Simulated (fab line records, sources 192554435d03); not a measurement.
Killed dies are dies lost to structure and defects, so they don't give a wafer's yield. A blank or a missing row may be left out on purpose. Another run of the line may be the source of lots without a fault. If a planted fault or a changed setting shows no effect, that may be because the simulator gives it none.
Chamber matching + flow n5Finfet + cvdCo-01 running N5_BEOL_M9_CVD_78: 3 sister chambers
The step deposits Co from CCTBA/H2, target thk 2 nm, time 138.9 s. 6 wafers are shown with their chamber, then 6 later ones without.

WAFERS WITH THEIR CHAMBER
| wafer  | chamber | runLengthS (s) |
|--------|---------|----------------|
| L196.5 | 1       | 161.6          |
| L204.3 | 1       | 161.0          |
| L202.4 | 2       | 162.0          |
| L202.5 | 0       | 161.8          |
| L205.1 | 0       | 161.5          |
| L205.3 | 2       | 161.7          |

WAFERS WITH NO CHAMBER GIVEN
| wafer  | runLengthS (s) |
|--------|----------------|
| L205.5 | 162.0          |
| L207.2 | 161.3          |
| L207.4 | 161.9          |
| L207.6 | 161.6          |
| L211.2 | 163.5          |
| L211.3 | 163.2          |

WHICH CHAMBER EACH ONE RAN IN
| wafer  | from the rows above          | in truth |
|--------|------------------------------|----------|
| L205.5 | can't be placed: 2 or 0 or 1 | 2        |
| L207.2 | can't be placed: 1 or 0 or 2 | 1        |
| L207.4 | can't be placed: 2 or 0 or 1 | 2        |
| L207.6 | can't be placed: 0 or 2 or 1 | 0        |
| L211.2 | can't be placed: 2 or 0 or 1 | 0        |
| L211.3 | can't be placed: 2 or 0 or 1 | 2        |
Correct placement for 0 of the 6. These rows do not allow placing 6 (true chamber among the candidates in 6). Placed wrongly: 0.
How it was worked out, from the rows above alone: a wafer's distance from a chamber is the root of the sum, over the readings, of the square of ((its reading less the chamber's mean) divided by the reading's scatter). If the next closest chamber is less than 2 further off than the closest, the wafer can't be placed; otherwise it belongs to the closest. For every chamber, the mean is computed from those of its wafers that are shown. The scatter: take each reading less its chamber's mean, square it, sum over the shown wafers, divide by the number of wafers less the number of chambers, and take the root.
